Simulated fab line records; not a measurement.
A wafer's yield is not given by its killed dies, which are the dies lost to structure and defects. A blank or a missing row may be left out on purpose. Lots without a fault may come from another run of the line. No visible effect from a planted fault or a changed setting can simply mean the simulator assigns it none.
fab line records / flow nandHarc
record: lots: 7 wafers: 21 lastDay: 32
route steps=1302 shown A_CHANNEL_FILL_D1@515 A_DECK1_JOINT@518 END@1302
lots untouched by any fault: they come from a run of this same line in which no faults occurred
startH: start of the lot's first displayed wafer, in hours after the record's first day / waitH: how many hours have passed since the lot's step before this one / " unchanged from the row above / L1.1+2: one row covering several wafers at once / - either no value or no given start / * or withheld: withheld / < > ~ a bound
route shown NAME@n: NAME is a module with steps in the file, n the number in the route of the first one / usual: mean/standard deviation taken from wafers without a fault / same: alike in all rows / chamber/n: place in a boat / sites: per-site readings / _std_site: the values' standard deviation / _edge_site: mean of outer sites minus mean of inner sites / radiusMm: how far each site lies from the wafer's centre / mask NAME#n: copy n / behind: tool/chamber where the wafer was last shaped / hold: what put the lot on hold/how long, in hours/how the hold closed / device: whichever transistor did not switch (one of n, p or np) / end of line: at the end of the route, the tests of the same wafers / a step given without rows: its recipe and nothing more / killed: not the wafer's yield, but the dies lost to structure and defects at the first sort / map: the dies of a wafer, with x for killed, . for not killed, _ for no die there
set.NAME: the setting that was run; set.NAME@STEP: the one run at that earlier step / model.NAME: the simulator's own value behind a step, which no gauge read
lots at some steps of the route; a table a step, a row a wafer
services: from which hour (startH, from the record's first day; less than 0 if before it) a tool's chamber was out of use, for how many hours, and why
== steps ==
step: NHARC_A_CHANNEL_FILL_D1_SRD_12
step: NHARC_A_CHANNEL_FILL_D1_INSPECT_13
usual: rawDefectCount: 328/160
lot.wafer=L538.2 tool=defectInspect-01 chamber=- startH=268.10 waitH=0.0 rawDefectCount=236
lot.wafer=L538.4 tool=defectInspect-01 chamber=- startH=268.10 waitH=0.0 rawDefectCount=390
lot.wafer=L538.6 tool=defectInspect-01 chamber=- startH=268.10 waitH=0.0 rawDefectCount=282
lot.wafer=L541.1 tool=defectInspect-01 chamber=- startH=309.73 waitH=0.0 rawDefectCount=319
lot.wafer=L541.2 tool=defectInspect-01 chamber=- startH=309.73 waitH=0.0 rawDefectCount=365
lot.wafer=L541.3 tool=defectInspect-01 chamber=- startH=309.73 waitH=0.0 rawDefectCount=437
lot.wafer=L545.1 tool=defectInspect-02 chamber=- startH=335.50 waitH=0.0 rawDefectCount=378
lot.wafer=L545.3 tool=defectInspect-02 chamber=- startH=335.50 waitH=0.0 rawDefectCount=413
lot.wafer=L545.5 tool=defectInspect-02 chamber=- startH=335.50 waitH=0.0 rawDefectCount=563
lot.wafer=L548.3 tool=defectInspect-02 chamber=- startH=364.59 waitH=0.0 rawDefectCount=166
lot.wafer=L548.5 tool=defectInspect-02 chamber=- startH=364.59 waitH=0.0 rawDefectCount=288
lot.wafer=L548.6 tool=defectInspect-02 chamber=- startH=364.59 waitH=0.0 rawDefectCount=327
lot.wafer=L552.3 tool=defectInspect-01 chamber=- startH=404.63 waitH=0.0 rawDefectCount=195
lot.wafer=L552.5 tool=defectInspect-01 chamber=- startH=404.63 waitH=0.0 rawDefectCount=157
lot.wafer=L552.6 tool=defectInspect-01 chamber=- startH=404.63 waitH=0.0 rawDefectCount=213
lot.wafer=L554.1 tool=defectInspect-01 chamber=- startH=419.31 waitH=0.0 rawDefectCount=264
lot.wafer=L554.2 tool=defectInspect-01 chamber=- startH=419.31 waitH=0.0 rawDefectCount=216
lot.wafer=L554.3 tool=defectInspect-01 chamber=- startH=419.31 waitH=0.0 rawDefectCount=287
lot.wafer=L555.1 tool=defectInspect-01 chamber=- startH=439.41 waitH=0.0 rawDefectCount=350
lot.wafer=L555.2 tool=defectInspect-01 chamber=- startH=439.41 waitH=0.0 rawDefectCount=297
lot.wafer=L555.4 tool=defectInspect-01 chamber=- startH=439.41 waitH=0.0 rawDefectCount=576
step: NHARC_A_DECK1_JOINT_ETCHBACK_07
recipe: targetDepthA: 1050 timeS: 26.9 hbrFlowSccm: 150 rfW: 350 icpW: 350 biasW: 60 chemistry: HBr
usual: drypumpMotorCurrentA: 5.9/0.43 oesProductAu: 1.006/0.011 throttleValvePct: 23.266/0.0085
same: timeS: 26.9
lot.wafer=L538.2 tool=rieSi-05 chamber=1 startH=268.16 waitH=0.1 drypumpMotorCurrentA=5.7 oesProductAu=0.996 rfHoursCounterH=0.9 throttleValvePct=23.269
lot.wafer=L538.4 tool=rieSi-05 chamber=2 startH=268.16 waitH=0.1 drypumpMotorCurrentA=5.4 oesProductAu=1.008 rfHoursCounterH=0.7 throttleValvePct=23.272
lot.wafer=L538.6 tool=rieSi-05 chamber=2 startH=268.16 waitH=0.1 drypumpMotorCurrentA=5.4 oesProductAu=1.000 rfHoursCounterH=- throttleValvePct=23.255
lot.wafer=L541.2 tool=rieSi-06 chamber=2 startH=309.80 waitH=0.1 drypumpMotorCurrentA=6.1 oesProductAu=1.006 rfHoursCounterH=0.3 throttleValvePct=23.259
lot.wafer=L541.1 tool=rieSi-06 chamber=3 startH=309.80 waitH=0.1 drypumpMotorCurrentA=6.2 oesProductAu=1.010 rfHoursCounterH=0.3 throttleValvePct=23.249
lot.wafer=L541.3 tool=rieSi-06 chamber=0 startH=309.80 waitH=0.1 drypumpMotorCurrentA=6.5 oesProductAu=1.025 rfHoursCounterH=0.2 throttleValvePct=23.269
lot.wafer=L545.1 tool=rieSi-06 chamber=3 startH=335.57 waitH=0.1 drypumpMotorCurrentA=6.2 oesProductAu=1.012 rfHoursCounterH=0.4 throttleValvePct=23.271
lot.wafer=L545.3 tool=rieSi-06 chamber=0 startH=335.57 waitH=0.1 drypumpMotorCurrentA=6.5 oesProductAu=1.035 rfHoursCounterH=0.3 throttleValvePct=23.270
lot.wafer=L545.5 tool=rieSi-06 chamber=2 startH=335.57 waitH=0.1 drypumpMotorCurrentA=6.1 oesProductAu=1.003 rfHoursCounterH=- throttleValvePct=23.269
lot.wafer=L548.3 tool=rieSi-04 chamber=0 startH=364.68 waitH=0.1 drypumpMotorCurrentA=5.7 oesProductAu=1.002 rfHoursCounterH=0.1 throttleValvePct=23.250
lot.wafer=L548.5 tool=rieSi-04 chamber=2 startH=364.68 waitH=0.1 drypumpMotorCurrentA=5.0 oesProductAu=1.025 rfHoursCounterH=- throttleValvePct=23.254
lot.wafer=L548.6 tool=rieSi-04 chamber=3 startH=364.68 waitH=0.1 drypumpMotorCurrentA=6.3 oesProductAu=1.018 rfHoursCounterH=- throttleValvePct=23.263
lot.wafer=L552.3 tool=rieSi-06 chamber=1 startH=404.73 waitH=0.1 drypumpMotorCurrentA=5.6 oesProductAu=1.005 rfHoursCounterH=0.9 throttleValvePct=23.261
lot.wafer=L552.6 tool=rieSi-06 chamber=2 startH=404.73 waitH=0.1 drypumpMotorCurrentA=6.1 oesProductAu=1.004 rfHoursCounterH=- throttleValvePct=23.270
lot.wafer=L552.5 tool=rieSi-06 chamber=3 startH=404.73 waitH=0.1 drypumpMotorCurrentA=6.1 oesProductAu=1.009 rfHoursCounterH=- throttleValvePct=23.257
lot.wafer=L554.2 tool=rieSi-06 chamber=3 startH=419.37 waitH=0.1 drypumpMotorCurrentA=6.1 oesProductAu=1.004 rfHoursCounterH=0.9 throttleValvePct=23.253
lot.wafer=L554.1 tool=rieSi-06 chamber=0 startH=419.37 waitH=0.1 drypumpMotorCurrentA=6.5 oesProductAu=1.026 rfHoursCounterH=0.9 throttleValvePct=23.274
lot.wafer=L554.3 tool=rieSi-06 chamber=2 startH=419.37 waitH=0.1 drypumpMotorCurrentA=6.2 oesProductAu=1.010 rfHoursCounterH=1.1 throttleValvePct=23.258
lot.wafer=L555.2 tool=rieSi-04 chamber=1 startH=439.47 waitH=0.1 drypumpMotorCurrentA=6.4 oesProductAu=1.011 rfHoursCounterH=0.5 throttleValvePct=23.273
lot.wafer=L555.1 tool=rieSi-04 chamber=2 startH=439.47 waitH=0.1 drypumpMotorCurrentA=5.0 oesProductAu=1.000 rfHoursCounterH=0.6 throttleValvePct=23.273
lot.wafer=L555.4 tool=rieSi-04 chamber=2 startH=439.47 waitH=0.1 drypumpMotorCurrentA=5.0 oesProductAu=1.007 rfHoursCounterH=- throttleValvePct=23.272
step: NHARC_A_DECK1_JOINT_ETCH_25
recipe: targetDepthA: 5 chemistry: dHF material: SiO2
step: NHARC_A_DECK1_JOINT_ETCH_19
recipe: tempC: 25 targetDepthA: 30 chemistry: TMAH material: poly-Si
step: NHARC_A_DECK1_JOINT_ETCH_18
recipe: targetDepthA: 30 chemistry: dHF material: SiO2
step: NHARC_A_DECK1_JOINT_WET_08
recipe: tempC: 160 timeS: 86 chemistry: H3PO4
step: NHARC_A_DECK1_JOINT_ETCH_09
recipe: targetDepthA: 50 chemistry: dHF material: SiO2
step: NHARC_A_DECK1_JOINT_WET_10
recipe: tempC: 160 timeS: 86 chemistry: H3PO4
step: NHARC_A_DECK1_JOINT_ETCH_11
recipe: targetDepthA: 350 chemistry: dHF material: SiO2
step: NHARC_A_DECK1_JOINT_CVD_12
recipe: targetThkA: 900 tempC: 620 pressureMtorr: 200 timeS: 1800 material: poly-Si
usual: spikeTcBottomC: 643.5/2.1 spikeTcCentreC: 621.2/1.6 zonePowerCentrePct: 7.9/0.44 zonePowerUpperPct: 8.7/0.34
same: timeS: 1800
lot.wafer=L538.2 tool=lpcvdPoly-01 chamber=0 startH=275.61 waitH=2.6 spikeTcBottomC=640.9 spikeTcCentreC=621.9 zonePowerCentrePct=7.3 zonePowerUpperPct=8.4
lot.wafer=L538.4 tool=lpcvdPoly-01 chamber=0 startH=275.61 waitH=2.6 spikeTcBottomC=640.7 spikeTcCentreC=622.5 zonePowerCentrePct=7.4 zonePowerUpperPct=8.4
lot.wafer=L538.6 tool=lpcvdPoly-01 chamber=0 startH=275.61 waitH=2.6 spikeTcBottomC=642.0 spikeTcCentreC=623.4 zonePowerCentrePct=7.4 zonePowerUpperPct=8.3
lot.wafer=L541.1 tool=lpcvdPoly-01 chamber=0 startH=325.35 waitH=2.6 spikeTcBottomC=642.1 spikeTcCentreC=620.9 zonePowerCentrePct=7.2 zonePowerUpperPct=8.4
lot.wafer=L541.2 tool=lpcvdPoly-01 chamber=0 startH=325.35 waitH=2.6 spikeTcBottomC=641.7 spikeTcCentreC=622.7 zonePowerCentrePct=7.4 zonePowerUpperPct=8.4
lot.wafer=L541.3 tool=lpcvdPoly-01 chamber=0 startH=325.35 waitH=2.6 spikeTcBottomC=641.1 spikeTcCentreC=623.1 zonePowerCentrePct=7.2 zonePowerUpperPct=8.6
lot.wafer=L545.1 tool=lpcvdPoly-02 chamber=0 startH=348.63 waitH=2.5 spikeTcBottomC=647.1 spikeTcCentreC=618.4 zonePowerCentrePct=8.1 zonePowerUpperPct=9.1
lot.wafer=L545.3 tool=lpcvdPoly-02 chamber=0 startH=348.63 waitH=2.5 spikeTcBottomC=646.6 spikeTcCentreC=620.0 zonePowerCentrePct=8.1 zonePowerUpperPct=9.1
lot.wafer=L545.5 tool=lpcvdPoly-02 chamber=0 startH=348.63 waitH=2.5 spikeTcBottomC=645.5 spikeTcCentreC=621.0 zonePowerCentrePct=8.2 zonePowerUpperPct=9.1
lot.wafer=L548.3 tool=lpcvdPoly-02 chamber=0 startH=379.81 waitH=2.5 spikeTcBottomC=645.8 spikeTcCentreC=620.8 zonePowerCentrePct=8.1 zonePowerUpperPct=9.2
lot.wafer=L548.5 tool=lpcvdPoly-02 chamber=0 startH=379.81 waitH=2.5 spikeTcBottomC=644.8 spikeTcCentreC=618.2 zonePowerCentrePct=8.1 zonePowerUpperPct=9.0
lot.wafer=L548.6 tool=lpcvdPoly-02 chamber=0 startH=379.81 waitH=2.5 spikeTcBottomC=646.1 spikeTcCentreC=620.8 zonePowerCentrePct=8.1 zonePowerUpperPct=9.1
lot.wafer=L548.3 tool=lpcvdPoly-02 chamber=0 startH=382.61 waitH=0.4 spikeTcBottomC=644.6 spikeTcCentreC=620.5 zonePowerCentrePct=8.1 zonePowerUpperPct=9.3
lot.wafer=L548.5 tool=lpcvdPoly-02 chamber=0 startH=382.61 waitH=0.4 spikeTcBottomC=644.2 spikeTcCentreC=620.2 zonePowerCentrePct=8.3 zonePowerUpperPct=9.3
lot.wafer=L548.6 tool=lpcvdPoly-02 chamber=0 startH=382.61 waitH=0.4 spikeTcBottomC=644.7 spikeTcCentreC=621.4 zonePowerCentrePct=8.2 zonePowerUpperPct=9.1
lot.wafer=L552.3 tool=lpcvdPoly-02 chamber=0 startH=412.16 waitH=2.5 spikeTcBottomC=645.3 spikeTcCentreC=620.6 zonePowerCentrePct=8.3 zonePowerUpperPct=9.0
lot.wafer=L552.5 tool=lpcvdPoly-02 chamber=0 startH=412.16 waitH=2.5 spikeTcBottomC=645.2 spikeTcCentreC=621.5 zonePowerCentrePct=8.1 zonePowerUpperPct=9.0
lot.wafer=L552.6 tool=lpcvdPoly-02 chamber=0 startH=412.16 waitH=2.5 spikeTcBottomC=643.8 spikeTcCentreC=618.0 zonePowerCentrePct=8.3 zonePowerUpperPct=9.1
lot.wafer=L554.1 tool=lpcvdPoly-02 chamber=0 startH=426.80 waitH=2.6 spikeTcBottomC=645.9 spikeTcCentreC=618.8 zonePowerCentrePct=8.0 zonePowerUpperPct=9.0
lot.wafer=L554.2 tool=lpcvdPoly-02 chamber=0 startH=426.80 waitH=2.6 spikeTcBottomC=644.6 spikeTcCentreC=622.2 zonePowerCentrePct=8.1 zonePowerUpperPct=9.1
lot.wafer=L554.3 tool=lpcvdPoly-02 chamber=0 startH=426.80 waitH=2.6 spikeTcBottomC=647.0 spikeTcCentreC=618.1 zonePowerCentrePct=8.1 zonePowerUpperPct=9.0
lot.wafer=L554.1 tool=lpcvdPoly-02 chamber=0 startH=429.65 waitH=0.4 spikeTcBottomC=647.0 spikeTcCentreC=621.0 zonePowerCentrePct=8.0 zonePowerUpperPct=9.0
lot.wafer=L554.2 tool=lpcvdPoly-02 chamber=0 startH=429.65 waitH=0.4 spikeTcBottomC=646.0 spikeTcCentreC=621.6 zonePowerCentrePct=8.1 zonePowerUpperPct=9.1
lot.wafer=L554.3 tool=lpcvdPoly-02 chamber=0 startH=429.65 waitH=0.4 spikeTcBottomC=646.0 spikeTcCentreC=619.3 zonePowerCentrePct=8.3 zonePowerUpperPct=9.1
lot.wafer=L555.1 tool=lpcvdPoly-03 chamber=0 startH=448.05 waitH=2.4 spikeTcBottomC=641.3 spikeTcCentreC=617.9 zonePowerCentrePct=8.4 zonePowerUpperPct=8.3
lot.wafer=L555.2 tool=lpcvdPoly-03 chamber=0 startH=448.05 waitH=2.4 spikeTcBottomC=642.8 spikeTcCentreC=620.1 zonePowerCentrePct=8.3 zonePowerUpperPct=8.3
lot.wafer=L555.4 tool=lpcvdPoly-03 chamber=0 startH=448.05 waitH=2.4 spikeTcBottomC=643.5 spikeTcCentreC=620.5 zonePowerCentrePct=8.2 zonePowerUpperPct=8.4
lot.wafer=L555.1 tool=lpcvdPoly-01 chamber=0 startH=450.87 waitH=0.4 spikeTcBottomC=641.2 spikeTcCentreC=621.8 zonePowerCentrePct=7.3 zonePowerUpperPct=8.4
lot.wafer=L555.2 tool=lpcvdPoly-01 chamber=0 startH=450.87 waitH=0.4 spikeTcBottomC=642.9 spikeTcCentreC=622.1 zonePowerCentrePct=7.2 zonePowerUpperPct=8.4
lot.wafer=L555.4 tool=lpcvdPoly-01 chamber=0 startH=450.87 waitH=0.4 spikeTcBottomC=639.9 spikeTcCentreC=623.6 zonePowerCentrePct=7.5 zonePowerUpperPct=8.4
step: NHARC_A_DECK1_JOINT_CMP_13
recipe: targetThkNm: 51.023
usual: edgeZonePressureFrac: 0.999/0.0054 motorCurrentA: 12.5/0.87 slurryFilterDpKPa: 13.49/0.13 slurryFlowMlMin: 150.0/0.49 timeToEndpointS: 8.3/2.3
lot.wafer=L538.2 tool=cmp-01 chamber=2 startH=278.43 waitH=0.4 edgeZonePressureFrac=0.994 motorCurrentA=11.0 slurryFilterDpKPa=13.41 slurryFlowMlMin=149.6 timeToEndpointS=9.3
lot.wafer=L538.4 tool=cmp-01 chamber=1 startH=278.43 waitH=0.4 edgeZonePressureFrac=0.994 motorCurrentA=13.2 slurryFilterDpKPa=13.51 slurryFlowMlMin=150.4 timeToEndpointS=11.1
lot.wafer=L538.6 tool=cmp-01 chamber=3 startH=278.43 waitH=0.4 edgeZonePressureFrac=0.995 motorCurrentA=11.5 slurryFilterDpKPa=13.44 slurryFlowMlMin=150.8 timeToEndpointS=9.2
lot.wafer=L541.3 tool=cmp-02 chamber=0 startH=328.23 waitH=0.4 edgeZonePressureFrac=1.004 motorCurrentA=12.0 slurryFilterDpKPa=13.49 slurryFlowMlMin=150.4 timeToEndpointS=3.7
lot.wafer=L541.1 tool=cmp-02 chamber=1 startH=328.23 waitH=0.4 edgeZonePressureFrac=1.004 motorCurrentA=13.3 slurryFilterDpKPa=13.47 slurryFlowMlMin=150.4 timeToEndpointS=8.7
lot.wafer=L541.2 tool=cmp-02 chamber=2 startH=328.23 waitH=0.4 edgeZonePressureFrac=1.002 motorCurrentA=13.5 slurryFilterDpKPa=13.65 slurryFlowMlMin=150.2 timeToEndpointS=5.8
lot.wafer=L545.1 tool=cmp-02 chamber=0 startH=351.49 waitH=0.4 edgeZonePressureFrac=1.006 motorCurrentA=12.5 slurryFilterDpKPa=13.46 slurryFlowMlMin=149.8 timeToEndpointS=9.9
lot.wafer=L545.3 tool=cmp-02 chamber=3 startH=351.49 waitH=0.4 edgeZonePressureFrac=1.001 motorCurrentA=12.7 slurryFilterDpKPa=13.41 slurryFlowMlMin=149.9 timeToEndpointS=10.3
lot.wafer=L545.5 tool=cmp-02 chamber=1 startH=351.49 waitH=0.4 edgeZonePressureFrac=0.994 motorCurrentA=13.1 slurryFilterDpKPa=13.59 slurryFlowMlMin=149.7 timeToEndpointS=11.3
lot.wafer=L548.3 tool=cmp-03 chamber=3 startH=385.79 waitH=0.8 edgeZonePressureFrac=0.995 motorCurrentA=14.6 slurryFilterDpKPa=13.29 slurryFlowMlMin=150.2 timeToEndpointS=18.5
lot.wafer=L548.6 tool=cmp-03 chamber=1 startH=385.79 waitH=0.8 edgeZonePressureFrac=0.998 motorCurrentA=13.1 slurryFilterDpKPa=13.42 slurryFlowMlMin=149.3 timeToEndpointS=15.4
lot.wafer=L548.5 tool=cmp-03 chamber=2 startH=385.79 waitH=0.8 edgeZonePressureFrac=0.999 motorCurrentA=12.9 slurryFilterDpKPa=13.56 slurryFlowMlMin=149.9 timeToEndpointS=17.3
lot.wafer=L552.3 tool=cmp-01 chamber=1 startH=415.13 waitH=0.4 edgeZonePressureFrac=0.996 motorCurrentA=13.4 slurryFilterDpKPa=13.62 slurryFlowMlMin=150.0 timeToEndpointS=12.7
lot.wafer=L552.5 tool=cmp-01 chamber=2 startH=415.13 waitH=0.4 edgeZonePressureFrac=0.998 motorCurrentA=11.2 slurryFilterDpKPa=13.30 slurryFlowMlMin=149.9 timeToEndpointS=10.3
lot.wafer=L552.6 tool=cmp-01 chamber=3 startH=415.13 waitH=0.4 edgeZonePressureFrac=0.994 motorCurrentA=11.8 slurryFilterDpKPa=13.38 slurryFlowMlMin=150.8 timeToEndpointS=8.3
lot.wafer=L554.1 tool=cmp-01 chamber=2 startH=432.85 waitH=0.7 edgeZonePressureFrac=1.000 motorCurrentA=11.5 slurryFilterDpKPa=13.47 slurryFlowMlMin=149.4 timeToEndpointS=15.4
lot.wafer=L554.2 tool=cmp-01 chamber=0 startH=432.85 waitH=0.7 edgeZonePressureFrac=1.001 motorCurrentA=11.6 slurryFilterDpKPa=13.42 slurryFlowMlMin=149.7 timeToEndpointS=21.2
lot.wafer=L554.3 tool=cmp-01 chamber=1 startH=432.85 waitH=0.7 edgeZonePressureFrac=1.004 motorCurrentA=13.3 slurryFilterDpKPa=13.48 slurryFlowMlMin=149.1 timeToEndpointS=20.0
lot.wafer=L555.4 tool=cmp-02 chamber=0 startH=454.03 waitH=0.7 edgeZonePressureFrac=0.996 motorCurrentA=12.0 slurryFilterDpKPa=13.71 slurryFlowMlMin=149.3 timeToEndpointS=15.4
lot.wafer=L555.1 tool=cmp-02 chamber=1 startH=454.03 waitH=0.7 edgeZonePressureFrac=1.001 motorCurrentA=13.2 slurryFilterDpKPa=13.41 slurryFlowMlMin=150.1 timeToEndpointS=17.1
lot.wafer=L555.2 tool=cmp-02 chamber=2 startH=454.03 waitH=0.7 edgeZonePressureFrac=0.994 motorCurrentA=12.3 slurryFilterDpKPa=13.66 slurryFlowMlMin=150.4 timeToEndpointS=18.4
step: NHARC_A_DECK1_JOINT_THK_MEAS_14
recipe: thkMeasGauge: ellipsometry
usual: thkNm: 50.8/1.6
lot.wafer=L538.2 tool=filmMetro-02 chamber=- startH=278.69 waitH=0.2 thkNm=51.0
lot.wafer=L538.4 tool=filmMetro-02 chamber=- startH=278.69 waitH=0.2 thkNm=53.8
lot.wafer=L538.6 tool=filmMetro-02 chamber=- startH=278.69 waitH=0.2 thkNm=55.1
lot.wafer=L541.1 tool=filmMetro-01 chamber=- startH=328.49 waitH=0.2 thkNm=49.1
lot.wafer=L541.2 tool=filmMetro-01 chamber=- startH=328.49 waitH=0.2 thkNm=50.1
lot.wafer=L541.3 tool=filmMetro-01 chamber=- startH=328.49 waitH=0.2 thkNm=51.0
lot.wafer=L545.1 tool=filmMetro-02 chamber=- startH=351.74 waitH=0.2 thkNm=51.1
lot.wafer=L545.3 tool=filmMetro-02 chamber=- startH=351.74 waitH=0.2 thkNm=52.4
lot.wafer=L545.5 tool=filmMetro-02 chamber=- startH=351.74 waitH=0.2 thkNm=49.6
lot.wafer=L548.3 tool=filmMetro-02 chamber=- startH=388.15 waitH=2.3 thkNm=50.0
lot.wafer=L548.5 tool=filmMetro-02 chamber=- startH=388.15 waitH=2.3 thkNm=48.5
lot.wafer=L548.6 tool=filmMetro-02 chamber=- startH=388.15 waitH=2.3 thkNm=49.4
lot.wafer=L552.3 tool=filmMetro-02 chamber=- startH=415.31 waitH=0.2 thkNm=51.2
lot.wafer=L552.5 tool=filmMetro-02 chamber=- startH=415.31 waitH=0.2 thkNm=51.3
lot.wafer=L552.6 tool=filmMetro-02 chamber=- startH=415.31 waitH=0.2 thkNm=49.9
lot.wafer=L554.1 tool=filmMetro-02 chamber=- startH=433.10 waitH=0.2 thkNm=52.6
lot.wafer=L554.2 tool=filmMetro-02 chamber=- startH=433.10 waitH=0.2 thkNm=54.2
lot.wafer=L554.3 tool=filmMetro-02 chamber=- startH=433.10 waitH=0.2 thkNm=51.3
lot.wafer=L555.1 tool=filmMetro-02 chamber=- startH=454.29 waitH=0.2 thkNm=50.1
lot.wafer=L555.2 tool=filmMetro-02 chamber=- startH=454.29 waitH=0.2 thkNm=50.4
lot.wafer=L555.4 tool=filmMetro-02 chamber=- startH=454.29 waitH=0.2 thkNm=51.5
step: NHARC_END_SORT_01
recipe: tempC: 25
usual: killedAtArray: 57/17 killedAtOther: 0.5/0.82 killedAtPeriphery: 4.0/2.8 killedDies: 61/18 killedOpen: 2.9/2 killedShort: 2.3/1.7
same: grossDies: 677
lot.wafer=L538.2 tool=prober-01 chamber=0 startH=615.40 waitH=2.8 killedAtArray=52 killedAtOther=0 killedAtPeriphery=8 killedDies=60 killedOpen=5 killedShort=5
lot.wafer=L538.4 tool=prober-01 chamber=0 startH=616.99 waitH=3.4 killedAtArray=67 killedAtOther=0 killedAtPeriphery=4 killedDies=71 killedOpen=3 killedShort=2
lot.wafer=L538.6 tool=prober-01 chamber=0 startH=618.58 waitH=4.0 killedAtArray=50 killedAtOther=0 killedAtPeriphery=10 killedDies=60 killedOpen=3 killedShort=1
lot.wafer=L552.3 tool=prober-02 chamber=0 startH=719.50 waitH=3.1 killedAtArray=84 killedAtOther=1 killedAtPeriphery=8 killedDies=93 killedOpen=1 killedShort=2
lot.wafer=L552.5 tool=prober-02 chamber=0 startH=721.08 waitH=3.7 killedAtArray=88 killedAtOther=0 killedAtPeriphery=5 killedDies=93 killedOpen=4 killedShort=1
lot.wafer=L552.6 tool=prober-02 chamber=0 startH=721.88 waitH=4.0 killedAtArray=64 killedAtOther=0 killedAtPeriphery=5 killedDies=69 killedOpen=1 killedShort=3
killed by level:class
L538.2 A_CHANNEL_HOLE_D2:chamberFilmFlake=21 A_SLIT:chamberFilmFlake=17 P_ZERO_WELL:chamberFilmFlake=3 P_M0:geometricParticle:short=2 A_CHANNEL_HOLE_D1:chamberFilmFlake=2 A_STAIRCASE:chamberFilmFlake=2 P_GATE:geometricParticle:open=1 P_CONTACT:geometricParticle:open=1
L538.4 A_CHANNEL_HOLE_D2:chamberFilmFlake=31 A_SLIT:chamberFilmFlake=25 P_CONTACT:chamberFilmFlake=3 A_DECK1_JOINT:chamberFilmFlake=2 A_STAIRCASE:chamberFilmFlake=2 A_DECK1_JOINT:geometricParticle:open=1 A_ONON_D2:geometricParticle:open=1 A_ONON_D2:geometricParticle:short=1
L538.6 A_SLIT:chamberFilmFlake=31 A_CHANNEL_HOLE_D2:chamberFilmFlake=17 P_CONTACT:geometricParticle:open=3 P_CONTACT:chamberFilmFlake=3 P_GATE:chamberFilmFlake=2 A_BLC:geometricParticle:short=1 P_ZERO_WELL:chamberFilmFlake=1 P_BONDPAD:chamberFilmFlake=1
L552.3 A_SLIT:chamberFilmFlake=29 A_CHANNEL_HOLE_D2:chamberFilmFlake=24 A_CHANNEL_HOLE_D1:chamberFilmFlake=18 P_GATE:chamberFilmFlake=8 A_CONTACT:chamberFilmFlake=4 A_CHANNEL_FILL_D1:chamberFilmFlake=2 A_STAIRCASE:chamberFilmFlake=2 A_CHANNEL_HOLE_D1:geometricParticle:short=1
L552.5 A_CHANNEL_HOLE_D1:chamberFilmFlake=33 A_SLIT:chamberFilmFlake=29 A_CHANNEL_HOLE_D2:chamberFilmFlake=13 A_CONTACT:chamberFilmFlake=7 P_GATE:chamberFilmFlake=3 P_CONTACT:geometricParticle:open=1 A_ONON_D2:geometricParticle:open=1 A_ONON_D2:geometricParticle:short=1
L552.6 A_SLIT:chamberFilmFlake=30 A_CHANNEL_HOLE_D1:chamberFilmFlake=14 A_CHANNEL_HOLE_D2:chamberFilmFlake=8 A_STAIRCASE:chamberFilmFlake=4 A_CONTACT:chamberFilmFlake=4 A_CHANNEL_FILL_D1:geometricParticle:short=2 P_GATE:chamberFilmFlake=2 P_M1:chamberFilmFlake=2
== services ==
tool=rieSi-06 chamber=- startH=249.00 hours=9.0 kind=pm
tool=rieSi-06 chamber=0 startH=249.00 hours=9.0 kind=ventCycle
tool=rieSi-06 chamber=1 startH=249.00 hours=9.0 kind=ventCycle
tool=rieSi-06 chamber=2 startH=249.00 hours=9.0 kind=ventCycle
tool=cmp-01 chamber=- startH=260.01 hours=0.5 kind=repair
tool=cmp-03 chamber=- startH=260.21 hours=4.0 kind=pm
tool=cmp-01 chamber=- startH=291.74 hours=2.2 kind=repair
tool=cmp-03 chamber=- startH=301.02 hours=0.3 kind=repair
tool=rieSi-04 chamber=2 startH=302.08 hours=8.6 kind=repair
tool=cmp-01 chamber=- startH=304.44 hours=4.0 kind=pm
tool=rieSi-05 chamber=- startH=305.00 hours=9.0 kind=pm
tool=cmp-02 chamber=- startH=330.50 hours=4.0 kind=pm
tool=rieSi-04 chamber=- startH=342.00 hours=9.0 kind=pm
tool=cmp-03 chamber=- startH=352.69 hours=2.2 kind=repair
tool=cmp-03 chamber=- startH=358.21 hours=4.0 kind=pm
tool=lpcvdPoly-03 chamber=- startH=362.00 hours=1.9 kind=repair
tool=rieSi-04 chamber=3 startH=364.77 hours=3.0 kind=repair
tool=cmp-01 chamber=- startH=368.86 hours=1.9 kind=repair
tool=lpcvdPoly-03 chamber=- startH=386.00 hours=26.0 kind=pm
tool=cmp-01 chamber=- startH=402.44 hours=4.0 kind=pm
tool=rieSi-06 chamber=- startH=426.00 hours=9.0 kind=pm
tool=cmp-02 chamber=- startH=428.50 hours=4.0 kind=pm
tool=rieSi-04 chamber=0 startH=432.59 hours=7.7 kind=repair
tool=cmp-03 chamber=- startH=447.72 hours=4.7 kind=repair
== key ==
firstSign: step: NHARC_A_DECK1_JOINT_CVD_12 reading: visit direction: added
effect: step: NHARC_A_DECK1_JOINT_CMP_13 reading: timeToEndpointS direction: up sigmas: 4 usual: * struck: *
metAt NHARC_A_DECK1_JOINT_CVD_12
struckWafers L548.3,L548.5,L548.6,L554.1,L554.2,L554.3,L555.1,L555.2,L555.4
testerLeftOut L548,L554,L555
fault: kind: repeatedStepWhole tool: lpcvdPoly-01,lpcvdPoly-02,lpcvdPoly-03 chamber: - onsetH: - steps: NHARC_A_DECK1_JOINT_CVD_12 times: 1 scope: struckLotsOnly
testerLeftOut: of these lots the tester's yield and bins aren't shown, on N5 and GAA mostly nor the transistor test; their killed dies are dies lost to structure and defects alone, not to doping, threshold or leakage, so they don't give the yield
